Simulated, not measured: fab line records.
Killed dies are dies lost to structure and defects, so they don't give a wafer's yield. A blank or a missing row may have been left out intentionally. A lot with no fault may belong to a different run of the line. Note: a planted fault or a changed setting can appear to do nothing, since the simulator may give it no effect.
Lot-split experiment / flow n5 finfet / 7 lots, 21 wafers read, on a route of 1938 steps

## THE SPLIT
At N5_BEOL_M10_COAT_22 (resist thk 90 nm), the setting spin rpm was moved away from the recipe's 1500 rpm on 7 of the 21 wafers read, by -7.1% to +6.7%. All remaining wafers had this setting at the recipe value.

## FROM THE SPLIT TO THE READING: what the file shows between them, 2 steps
- N5_BEOL_M10_EXPOSE_25: exposes mask V9 (also split here: dose mj)
- N5_BEOL_M10_PEB_26: peb time 60 s

## THE READING
CAR-ArF_of_BEOL_M10_COAT_22.thk nm (the simulator's own value, which no gauge read), in nm, at N5_BEOL_M10_DEVELOP_27 (develop time 30 s). The file does not state a usual value for it. Across the 14 wafers here that went through the recipe, the average is 88.3 nm and the standard deviation 0.31 nm.

wafer=L074.1; tool, chamber at the split=litho track-05, 0; spin rpm as run, rpm=1500; against the recipe=recipe; CAR-ArF_of_BEOL_M10_COAT_22.thk nm, nm=87.8; against lot-mates on the recipe=-
wafer=L074.4; tool, chamber at the split=litho track-05, 0; spin rpm as run, rpm=1500; against the recipe=recipe; CAR-ArF_of_BEOL_M10_COAT_22.thk nm, nm=88.2; against lot-mates on the recipe=-
wafer=L074.6; tool, chamber at the split=litho track-05, 0; spin rpm as run, rpm=1500; against the recipe=recipe; CAR-ArF_of_BEOL_M10_COAT_22.thk nm, nm=88; against lot-mates on the recipe=-
wafer=L078.1; tool, chamber at the split=litho track-05, 0; spin rpm as run, rpm=1548; against the recipe=+3.2%; CAR-ArF_of_BEOL_M10_COAT_22.thk nm, nm=87; against lot-mates on the recipe=-1.2
wafer=L078.5; tool, chamber at the split=litho track-05, 0; spin rpm as run, rpm=1548; against the recipe=+3.2%; CAR-ArF_of_BEOL_M10_COAT_22.thk nm, nm=87; against lot-mates on the recipe=-1.2
wafer=L078.2; tool, chamber at the split=litho track-05, 0; spin rpm as run, rpm=1500; against the recipe=recipe; CAR-ArF_of_BEOL_M10_COAT_22.thk nm, nm=88.2; against lot-mates on the recipe=-
wafer=L081.1; tool, chamber at the split=litho track-02, 0; spin rpm as run, rpm=1394; against the recipe=-7.1%; CAR-ArF_of_BEOL_M10_COAT_22.thk nm, nm=91.2; against lot-mates on the recipe=+3.4
wafer=L081.4; tool, chamber at the split=litho track-02, 0; spin rpm as run, rpm=1500; against the recipe=recipe; CAR-ArF_of_BEOL_M10_COAT_22.thk nm, nm=87.8; against lot-mates on the recipe=-
wafer=L081.6; tool, chamber at the split=litho track-02, 0; spin rpm as run, rpm=1500; against the recipe=recipe; CAR-ArF_of_BEOL_M10_COAT_22.thk nm, nm=87.8; against lot-mates on the recipe=-
wafer=L084.2; tool, chamber at the split=litho track-05, 0; spin rpm as run, rpm=1500; against the recipe=recipe; CAR-ArF_of_BEOL_M10_COAT_22.thk nm, nm=88.2; against lot-mates on the recipe=-
wafer=L084.3; tool, chamber at the split=litho track-05, 0; spin rpm as run, rpm=1500; against the recipe=recipe; CAR-ArF_of_BEOL_M10_COAT_22.thk nm, nm=88.4; against lot-mates on the recipe=-
wafer=L084.6; tool, chamber at the split=litho track-05, 0; spin rpm as run, rpm=1500; against the recipe=recipe; CAR-ArF_of_BEOL_M10_COAT_22.thk nm, nm=88.4; against lot-mates on the recipe=-
wafer=L083.1; tool, chamber at the split=litho track-02, 0; spin rpm as run, rpm=1500; against the recipe=recipe; CAR-ArF_of_BEOL_M10_COAT_22.thk nm, nm=88.4; against lot-mates on the recipe=-
wafer=L083.4; tool, chamber at the split=litho track-02, 0; spin rpm as run, rpm=1500; against the recipe=recipe; CAR-ArF_of_BEOL_M10_COAT_22.thk nm, nm=88.4; against lot-mates on the recipe=-
wafer=L083.2; tool, chamber at the split=litho track-02, 0; spin rpm as run, rpm=1573; against the recipe=+4.9%; CAR-ArF_of_BEOL_M10_COAT_22.thk nm, nm=86.2; against lot-mates on the recipe=-2.2
wafer=L093.3; tool, chamber at the split=litho track-01, 0; spin rpm as run, rpm=1400; against the recipe=-6.7%; CAR-ArF_of_BEOL_M10_COAT_22.thk nm, nm=92; against lot-mates on the recipe=+3.2
wafer=L093.4; tool, chamber at the split=litho track-01, 0; spin rpm as run, rpm=1500; against the recipe=recipe; CAR-ArF_of_BEOL_M10_COAT_22.thk nm, nm=88.8; against lot-mates on the recipe=-
wafer=L093.6; tool, chamber at the split=litho track-01, 0; spin rpm as run, rpm=1400; against the recipe=-6.7%; CAR-ArF_of_BEOL_M10_COAT_22.thk nm, nm=91.8; against lot-mates on the recipe=+3.0
wafer=L094.1; tool, chamber at the split=litho track-01, 0; spin rpm as run, rpm=1500; against the recipe=recipe; CAR-ArF_of_BEOL_M10_COAT_22.thk nm, nm=88.6; against lot-mates on the recipe=-
wafer=L094.6; tool, chamber at the split=litho track-01, 0; spin rpm as run, rpm=1500; against the recipe=recipe; CAR-ArF_of_BEOL_M10_COAT_22.thk nm, nm=88.6; against lot-mates on the recipe=-
wafer=L094.5; tool, chamber at the split=litho track-01, 0; spin rpm as run, rpm=1600; against the recipe=+6.7%; CAR-ArF_of_BEOL_M10_COAT_22.thk nm, nm=86; against lot-mates on the recipe=-2.6

THE FIT
A straight line over all 21 wafers: CAR-ArF_of_BEOL_M10_COAT_22.thk nm changes by -0.449 nm for each +1% of spin rpm; r = -0.97; the points scatter about the line by 0.37 nm.
The same after taking each lot's own level away (the mean of its wafers on the recipe; 21 wafers): -0.444 nm for each +1%; r = -1.00; scatter 0.14 nm.
Per that fit: largest spin rpm move, reading shift of 3.1 nm.
Measured against the standard deviation above, the lots' own levels, which go from 87.80 to 88.80 nm, span 3.3 times it.
So the lot-to-lot level changes the slope little: the two slopes agree.
Check: +3.13 nm against its lot-mates is what the line predicts for one of the wafers moved furthest among these (-7.1%) when that wafer is left out of the fit. It came out at +3.4 nm against them.

## OTHER SPLITS APPLIED TO THESE WAFERS
Before the reading, these wafers also passed through other splits. Each is held against what the fit with the lots' levels taken away leaves over:
other split on the same wafers=N5_BEOL_M7_EXPOSE_25 dose mj; wafers away from the commonest value=7; r with CAR-ArF_of_BEOL_M10_COAT_22.thk nm (lot level and that fit taken away)=-0.09
other split on the same wafers=N5_BEOL_M7_VIA_ETCH_34 bias w; wafers away from the commonest value=5; r with CAR-ArF_of_BEOL_M10_COAT_22.thk nm (lot level and that fit taken away)=-0.02
other split on the same wafers=N5_BEOL_M7_TRENCH_ETCH_37 source w; wafers away from the commonest value=10; r with CAR-ArF_of_BEOL_M10_COAT_22.thk nm (lot level and that fit taken away)=+0.04
other split on the same wafers=N5_BEOL_M9_COAT_22 spin rpm; wafers away from the commonest value=6; r with CAR-ArF_of_BEOL_M10_COAT_22.thk nm (lot level and that fit taken away)=+0.27
other split on the same wafers=N5_BEOL_M10_EXPOSE_25 dose mj; wafers away from the commonest value=4; r with CAR-ArF_of_BEOL_M10_COAT_22.thk nm (lot level and that fit taken away)=-0.01

## THE WHOLE CHAIN: every reading that the file lists as answering this split, in the file's order
step=N5_BEOL_M10_COAT_22; what it does=resist thk 90 nm; reading=CAR-ArF_of_BEOL_M10_COAT_22.thk nm (the simulator's own value, which no gauge read); change (the file's fit)=-0.447 nm for each +1% of the setting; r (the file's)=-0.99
step=N5_BEOL_M10_DEVELOP_27; what it does=develop time 30 s; reading=CAR-ArF_of_BEOL_M10_COAT_22.thk nm (the simulator's own value, which no gauge read); change (the file's fit)=-0.443 nm for each +1% of the setting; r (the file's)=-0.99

## FILE'S OWN FIT
CAR-ArF_of_BEOL_M10_COAT_22.thk nm changes by -0.443 nm for each +1% of spin rpm, r = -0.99.
